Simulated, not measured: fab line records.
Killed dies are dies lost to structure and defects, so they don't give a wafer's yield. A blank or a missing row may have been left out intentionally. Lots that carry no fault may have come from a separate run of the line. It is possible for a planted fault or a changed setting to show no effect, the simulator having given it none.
Matching of chambers :: flow nandHarc :: NHARC_A_STAIRCASE_ALD_415 on aldHk-01: 4 sister chambers
The step deposits SiO2, target thk 30 nm, pulse time 6 s, ald cycles 300. 33 wafers are shown with their chamber, then 12 later ones without.

WAFERS, EACH WITH ITS CHAMBER
wafer: L074.1
chamber: 1
heaterPowerW (W): 456
precursorPulseHeightRel: 0.976

wafer: L074.4
chamber: 3
heaterPowerW (W): 452
precursorPulseHeightRel: 0.981

wafer: L074.6
chamber: 3
heaterPowerW (W): 445
precursorPulseHeightRel: 0.989

wafer: L076.4
chamber: 3
heaterPowerW (W): 457
precursorPulseHeightRel: 0.997

wafer: L076.1
chamber: 1
heaterPowerW (W): 448
precursorPulseHeightRel: 1.006

wafer: L076.2
chamber: 0
heaterPowerW (W): 519
precursorPulseHeightRel: 0.998

wafer: L076.5
chamber: 3
heaterPowerW (W): 445
precursorPulseHeightRel: 1.014

wafer: L076.3
chamber: 2
heaterPowerW (W): 494
precursorPulseHeightRel: 0.995

wafer: L076.6
chamber: 0
heaterPowerW (W): 503
precursorPulseHeightRel: 1.044

wafer: L078.3
chamber: 0
heaterPowerW (W): 521
precursorPulseHeightRel: 1.018

wafer: L078.5
chamber: 2
heaterPowerW (W): 479
precursorPulseHeightRel: 0.980

wafer: L078.6
chamber: 1
heaterPowerW (W): 453
precursorPulseHeightRel: 1.006

wafer: L080.1
chamber: 1
heaterPowerW (W): 457
precursorPulseHeightRel: 0.984

wafer: L080.2
chamber: 2
heaterPowerW (W): 498
precursorPulseHeightRel: 0.994

wafer: L080.3
chamber: 0
heaterPowerW (W): 515
precursorPulseHeightRel: 1.002

wafer: L080.4
chamber: 3
heaterPowerW (W): 450
precursorPulseHeightRel: 0.992

wafer: L080.5
chamber: 2
heaterPowerW (W): 500
precursorPulseHeightRel: 1.024

wafer: L080.6
chamber: 3
heaterPowerW (W): 451
precursorPulseHeightRel: 1.051

wafer: L084.2
chamber: 2
heaterPowerW (W): 528
precursorPulseHeightRel: 0.984

wafer: L084.3
chamber: 1
heaterPowerW (W): 474
precursorPulseHeightRel: 1.000

wafer: L084.6
chamber: 2
heaterPowerW (W): 522
precursorPulseHeightRel: 1.017

wafer: L088.2
chamber: 2
heaterPowerW (W): 530
precursorPulseHeightRel: 1.017

wafer: L088.3
chamber: 3
heaterPowerW (W): 480
precursorPulseHeightRel: 0.972

wafer: L088.4
chamber: 1
heaterPowerW (W): 489
precursorPulseHeightRel: 0.968

wafer: L088.1
chamber: 0
heaterPowerW (W): 485
precursorPulseHeightRel: 0.994

wafer: L088.5
chamber: 0
heaterPowerW (W): 496
precursorPulseHeightRel: 1.018

wafer: L088.6
chamber: 3
heaterPowerW (W): 481
precursorPulseHeightRel: 0.981

wafer: L092.2
chamber: 2
heaterPowerW (W): 519
precursorPulseHeightRel: 1.000

wafer: L092.5
chamber: 2
heaterPowerW (W): 528
precursorPulseHeightRel: 1.044

wafer: L092.6
chamber: 3
heaterPowerW (W): 479
precursorPulseHeightRel: 0.989

wafer: L092.1
chamber: 3
heaterPowerW (W): 479
precursorPulseHeightRel: 1.038

wafer: L092.3
chamber: 0
heaterPowerW (W): 497
precursorPulseHeightRel: 0.998

wafer: L092.4
chamber: 1
heaterPowerW (W): 487
precursorPulseHeightRel: 0.979

SIGNATURES, as means of the wafers listed above
reading: heaterPowerW
chamber 0: 505.14
chamber 1: 466.29
chamber 2: 510.89
chamber 3: 461.90
scatter within a chamber: 16.4

reading: precursorPulseHeightRel
chamber 0: 1.01029
chamber 1: 0.98843
chamber 2: 1.00611
chamber 3: 1.00040
scatter within a chamber: 0.0211
Rule: a wafer's distance from a chamber is the root of the sum, over the readings, of the square of ((its reading less the chamber's mean) divided by the reading's scatter). The wafer belongs to the nearest chamber; if the next one is less than 2 further off, it can't be placed. The scatter is the square root of a quotient: the sum, over the shown wafers, of each reading's squared deviation from its chamber's mean, divided by wafers minus chambers.

WAFERS WITHOUT THEIR CHAMBER
wafer: L093.1
heaterPowerW (W): 536
precursorPulseHeightRel: 1.029

wafer: L093.2
heaterPowerW (W): 474
precursorPulseHeightRel: 1.010

wafer: L093.4
heaterPowerW (W): 494
precursorPulseHeightRel: 1.002

wafer: L094.1
heaterPowerW (W): 523
precursorPulseHeightRel: 0.989

wafer: L094.2
heaterPowerW (W): 487
precursorPulseHeightRel: 1.011

wafer: L094.5
heaterPowerW (W): 490
precursorPulseHeightRel: 1.002

wafer: L095.3
heaterPowerW (W): 479
precursorPulseHeightRel: 1.015

wafer: L095.4
heaterPowerW (W): 484
precursorPulseHeightRel: 1.010

wafer: L095.6
heaterPowerW (W): 477
precursorPulseHeightRel: 1.026

wafer: L095.1
heaterPowerW (W): 497
precursorPulseHeightRel: 1.013

wafer: L095.2
heaterPowerW (W): 522
precursorPulseHeightRel: 1.007

wafer: L095.5
heaterPowerW (W): 494
precursorPulseHeightRel: 0.984

CHAMBER TAKEN BY EACH
wafer: L093.1
from the rows above: can't be placed: 2 or 0
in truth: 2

wafer: L093.2
from the rows above: can't be placed: 3 or 1 or 0 or 2
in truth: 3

wafer: L093.4
from the rows above: can't be placed: 0 or 2 or 1 or 3
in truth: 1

wafer: L094.1
from the rows above: can't be placed: 2 or 0
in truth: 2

wafer: L094.2
from the rows above: can't be placed: 0 or 2 or 3 or 1
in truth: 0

wafer: L094.5
from the rows above: can't be placed: 0 or 2 or 1 or 3
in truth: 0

wafer: L095.3
from the rows above: can't be placed: 3 or 1 or 0 or 2
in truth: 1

wafer: L095.4
from the rows above: can't be placed: 0 or 3 or 1 or 2
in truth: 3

wafer: L095.6
from the rows above: can't be placed: 3 or 0 or 1 or 2
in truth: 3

wafer: L095.1
from the rows above: can't be placed: 0 or 2 or 1 or 3
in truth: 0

wafer: L095.2
from the rows above: can't be placed: 2 or 0
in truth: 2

wafer: L095.5
from the rows above: can't be placed: 0 or 2 or 1 or 3
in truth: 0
Correctly placed: 0 of 12. Can't be placed from these rows: 12 (the true chamber is among the candidates in 12). Number placed wrongly: 0.
